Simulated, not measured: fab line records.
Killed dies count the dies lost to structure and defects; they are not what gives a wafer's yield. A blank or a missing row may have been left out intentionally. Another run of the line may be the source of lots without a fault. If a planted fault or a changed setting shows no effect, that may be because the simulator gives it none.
A lot that was struck, set against a sound lot -- flow n5 finfet -- 40 out of 1938 route steps
Sound: the wafers L935.3, L935.5, L935.6. Struck: wafer L940.5 (left out: L940.1, L940.3 of the same lot, which were not struck); the cause appears at the end.
Each step with rows lists, per side, the tool, then ch with its chambers, then its first start. Under that, the readings that differ: sound wafers -- struck wafers -- difference of the means -- sigmas: that difference in standard deviations of wafers without a fault.
alike: same words and numbers on both sides, and readings whose means sit less than 2 such deviations apart. not compared: any withheld reading, any reading some wafer has no value for, any bound like >300 that may hide the same value, and any number with overlapping values for which the record gives no deviation.
Wherever a step has rows on one side only, a row that says differs or no value, or a row with sigmas, the two part there. Non-overlapping numbers with no deviation appear without sigmas and do not part them. A reading that every wafer of one side lacks parts them only if that side has two wafers or more.

first, 12 steps without rows for these wafers: N5_HKMG_FIN_ETCH_54 (etches SiARC in CF4, target depth 45.5 nm, time 75.8 s); N5_HKMG_FIN_ETCH_55 (etches SOC in N2/H2, target depth 240 nm, time 300 s); N5_HKMG_FIN_STRIP_56 (strips in N2/H2); N5_HKMG_FIN_STRIP_57 (strips in CF4); N5_HKMG_FIN_ETCH_58 (etches SOC in N2/H2, target depth 215.8 nm, time 741 s); N5_HKMG_FIN_STRIP_93 (strips SOC in N2/H2, time 20 s); N5_HKMG_FIN_WET_ETCH_76 (etches Al2O3 in dNH4OH, stops on La2O3, target depth 2.25 nm, rinse time 30 s); N5_HKMG_FIN_STRIP_60 (strips in N2/H2, time 360 s); N5_HKMG_FIN_WET_ETCH_77 (etches La2O3 in dHCl, stops on HfO2, target depth 2 nm); N5_HKMG_FIN_WET_ETCH_78 (etches Al2O3 in dNH4OH, stops on La2O3, target depth 4.5 nm, rinse time 30 s); N5_HKMG_FIN_ALD_79 (deposits TiN, target thk 1.5 nm, pulse time 1 s, purge time 3 s); N5_HKMG_FIN_CVD_62 (deposits a-Si from Si2H6, target thk 3 nm, time 20.8 s).
N5_HKMG_FIN_RTA_80: time 2 s.
  sound on rtp anneal-01 ch 0, day 5 09:36; struck on rtp anneal-01 ch 0, day 6 11:31
then, 25 steps without rows for these wafers: N5_HKMG_FIN_PRECLEAN_64 (cleans in dHF, time 30 s); N5_HKMG_FIN_WET_ETCH_65 (etches a-Si in TMAH, stops on TiN, time 49 s, target depth 3 nm); N5_HKMG_FIN_WET_ETCH_81 (etches TiN in SC1, stops on HfO2, time 57 s, target depth 6 nm); N5_HKMG_FIN_WET_ETCH_82 (etches La2O3 in dHCl, stops on HfO2, target depth 2 nm, rinse time 30 s); N5_HKMG_FIN_ALD_36 (deposits TiN, target thk 1 nm, pulse time 1 s, purge time 3 s); N5_HKMG_FIN_PWFM_ALD_03 (deposits TiN, target thk 2 nm, pulse time 1 s, purge time 3 s); N5_HKMG_FIN_COAT_29 (time 60 s, resist thk 300 nm); N5_HKMG_FIN_COAT_30 (time 60 s, resist thk 35 nm); N5_HKMG_FIN_COAT_06 (resist thk 90 nm); N5_HKMG_FIN_EBR_08; N5_HKMG_FIN_SOFTBAKE_07 (time 60 s); N5_HKMG_FIN_EXPOSE_09 (exposes mask NWFM); N5_HKMG_FIN_PEB_10 (peb time 60 s); N5_HKMG_FIN_DEVELOP_11 (develop time 30 s); N5_HKMG_FIN_DESCUM_17 (chemistry O2, time 7.9 s); N5_HKMG_FIN_ETCH_31 (etches SiARC in CF4, target depth 45.5 nm, time 75.8 s); N5_HKMG_FIN_ETCH_32 (etches SOC in N2/H2, target depth 240 nm, time 300 s); N5_HKMG_FIN_STRIP_33 (strips in N2/H2); N5_HKMG_FIN_STRIP_34 (strips in CF4); N5_HKMG_FIN_ETCH_35 (etches SOC in N2/H2, target depth 215.8 nm, time 243.4 s); N5_HKMG_FIN_STRIP_92 (strips SOC in N2/H2, time 20 s); N5_HKMG_FIN_WET_ETCH_18 (etches TiN in SC1, time 55 s, target depth 5.2 nm, rinse time 30 s); N5_HKMG_FIN_STRIP_19 (strips in N2/H2, time 360 s); N5_HKMG_FIN_ALD_91 (deposits TiN, target thk 1 nm, pulse time 1 s, purge time 3 s); N5_HKMG_FIN_COAT_85 (time 60 s, resist thk 300 nm).
-- record jumps: 5 days separate the struck wafers' starts on either side; left off in module HKMG_FIN, taken up again in module BEOL_M4, whose first shown step is the route's number 1111 --
N5_BEOL_M4_RC_MEAS_101:
  sound on prober-01 ch 0, day 10 08:11; struck on prober-02 ch 0, day 11 16:56
reading,sound,struck,difference,sigmas
ION_N (uA/um),678 672 694,660,-21,-2
SS_N (mV/dec),71.5 70.9 71.9,72.7,+1.3,+3
VT_N (mV),246 249 243,253,+7,+2
VT_N_LVT (mV),94 98 94,112,+17,+5
  alike: DIBL_N, DIBL_P, IOFF_N, IOFF_P, IOFF_P_85C, IOFF_P_LIN, IOFF_P_LONG, ION_P, SS_P, VT_P, VT_P_LONG
-- the record jumps here: 5 days lie between the struck wafers' starts before and after (it left off in module BEOL_M4 and takes up again in module PASSIVATION, whose first step shown is number 1936 of the route) --
N5_PASSIVATION_PROBE_49:
  sound on prober-02 at day 15 02:17; struck on prober-01 at day 16 09:34
reading,sound,struck,difference,sigmas
killed_at_M0_to_M3,19 24 21,56,+35,+3
  alike: defect limited yield, killed_at_M4_up, killed at contacts, killed at front end, killed at other, killed dies, killed open, killed short, sort_bin_5_function, sort_bin_6_memory, sort n pass, sort yield pct
  not compared: sort_bin_4_leakage

WHERE THEY PART
At N5_BEOL_M4_RC_MEAS_101 first; at N5_PASSIVATION_PROBE_49 last (within this record only).

WHY: whatever the simulator had introduced
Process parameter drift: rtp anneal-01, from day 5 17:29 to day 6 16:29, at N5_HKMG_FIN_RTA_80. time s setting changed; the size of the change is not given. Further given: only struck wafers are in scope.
